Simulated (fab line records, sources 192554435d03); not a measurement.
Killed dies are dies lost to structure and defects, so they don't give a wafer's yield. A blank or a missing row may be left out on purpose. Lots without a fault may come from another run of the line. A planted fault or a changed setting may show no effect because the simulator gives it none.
Split-lot experiment | flow n5_finfet | 7 lots, 21 wafers read, on a route of 1938 steps

THE SPLIT
At N5_BEOL_M5_ILD_DEP_00 (deposits SiCOH lowk from DEMS/porogen, target thk 140.64 nm, time 25.9 s), the setting time_s was moved away from the recipe's 25.9 s on 5 of the 21 wafers read, by -10.1% to +12.9%. The other wafers ran this setting at the recipe's value.

FROM THE SPLIT TO THE READING: what the file shows between them, 1 step
- N5_BEOL_M5_CURE_79: cures SiCOH lowk, time 240 s

THE READING
M5_ILD_THK, in nm, at N5_BEOL_M5_THK_MEAS_01. Fault-free wafers of this fab line usually give 120.5 nm, standard deviation 1.4 nm.

wafer  | tool, chamber at the split | time_s as run, s | against the recipe | M5_ILD_THK, nm | against lot-mates on the recipe
L076.1 | pecvd-03, 0                | 25.9             | recipe             | 119.6          | -
L076.3 | pecvd-03, 2                | 23.28            | -10.1%             | 107.6          | -12.7
L076.5 | pecvd-03, 2                | 25.9             | recipe             | 121.0          | -
L080.1 | pecvd-01, 1                | 25.9             | recipe             | 118.9          | -
L080.2 | pecvd-01, 0                | 25.9             | recipe             | 117.7          | -
L080.3 | pecvd-01, 2                | 25.9             | recipe             | 119.8          | -
L081.2 | pecvd-01, 2                | 25.9             | recipe             | 118.0          | -
L081.3 | pecvd-01, 0                | 25.9             | recipe             | 118.8          | -
L081.5 | pecvd-01, 2                | 24.12            | -6.9%              | 112.6          | -5.8
L089.1 | pecvd-02, 2                | 29.02            | +12.0%             | 137.1          | +15.1
L089.2 | pecvd-02, 0                | 25.9             | recipe             | 121.2          | -
L089.4 | pecvd-02, 1                | 25.9             | recipe             | 122.7          | -
L088.3 | pecvd-01, 2                | 29.24            | +12.9%             | 135.1          | +14.5
L088.4 | pecvd-01, 1                | 25.9             | recipe             | 120.6          | -
L088.5 | pecvd-01, 0                | 29.24            | +12.9%             | 136.8          | +16.2
L097.1 | pecvd-02, 2                | 25.9             | recipe             | 120.8          | -
L097.2 | pecvd-02, 0                | 25.9             | recipe             | 119.3          | -
L097.4 | pecvd-02, 2                | 25.9             | recipe             | 121.9          | -
L095.2 | pecvd-03, 2                | 25.9             | recipe             | 119.7          | -
L095.4 | pecvd-03, 0                | 25.9             | recipe             | 123.0          | -
L095.5 | pecvd-03, 1                | 25.9             | recipe             | 121.6          | -

THE FIT
A straight line over all 21 wafers: M5_ILD_THK changes by +1.25 nm for each +1% of time_s; r = +0.98; the points scatter about the line by 1.5 nm.
The same after taking each lot's own level away (the mean of its wafers on the recipe; 21 wafers): +1.19 nm for each +1%; r = +0.99; scatter 1.1 nm.
On that fit, the largest move of time_s shifts the reading by 15 nm.
The lots' own levels span 118.40 to 121.95 nm, that is 2.5 times the standard deviation above.
So the lot-to-lot level changes the slope little: the two slopes agree.
Check: with one of the wafers moved furthest among these (+12.9%) left out of the fit, the line predicts +15.8 nm for it against its lot-mates. It came out at +14.5 nm against them.

OTHER SPLITS ON THESE WAFERS
These wafers also went through other splits before the reading. Each is held against what the fit with the lots' levels taken away leaves over:
other split on the same wafers | wafers away from the commonest value | r with M5_ILD_THK (lot level and that fit taken away)
N5_BEOL_M2_DESCUM_33 time_s    | 9                                    | -0.01
N5_BEOL_M2_ETCHBACK_99 time_s  | 3                                    | +0.38
N5_BEOL_M4_ILD_DEP_00 time_s   | 12                                   | -0.49
N5_BEOL_M4_COAT_61 spin_rpm    | 7                                    | -0.23

THE WHOLE CHAIN: every reading that the file lists as answering this split, in the file's order
step                   | what it does                                                             | reading                                                                                  | change (the file's fit)              | r (the file's)
N5_BEOL_M5_ILD_DEP_00  | deposits SiCOH lowk from DEMS/porogen, target thk 140.64 nm, time 25.9 s | SiCOH_lowk_of_BEOL_M5_ILD_DEP_00.thk_nm (the simulator's own value, which no gauge read) | +1.38 nm for each +1% of the setting | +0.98
N5_BEOL_M5_CURE_79     | cures SiCOH lowk, time 240 s                                             | SiCOH_lowk_of_BEOL_M5_ILD_DEP_00.thk_nm (the simulator's own value, which no gauge read) | +1.19 nm for each +1% of the setting | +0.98
N5_BEOL_M5_THK_MEAS_01 |                                                                          | M5_ILD_THK                                                                               | +1.19 for each +1% of the setting    | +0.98

THE FILE'S OWN FIT
M5_ILD_THK changes by +1.19 nm for each +1% of time_s, r = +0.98.
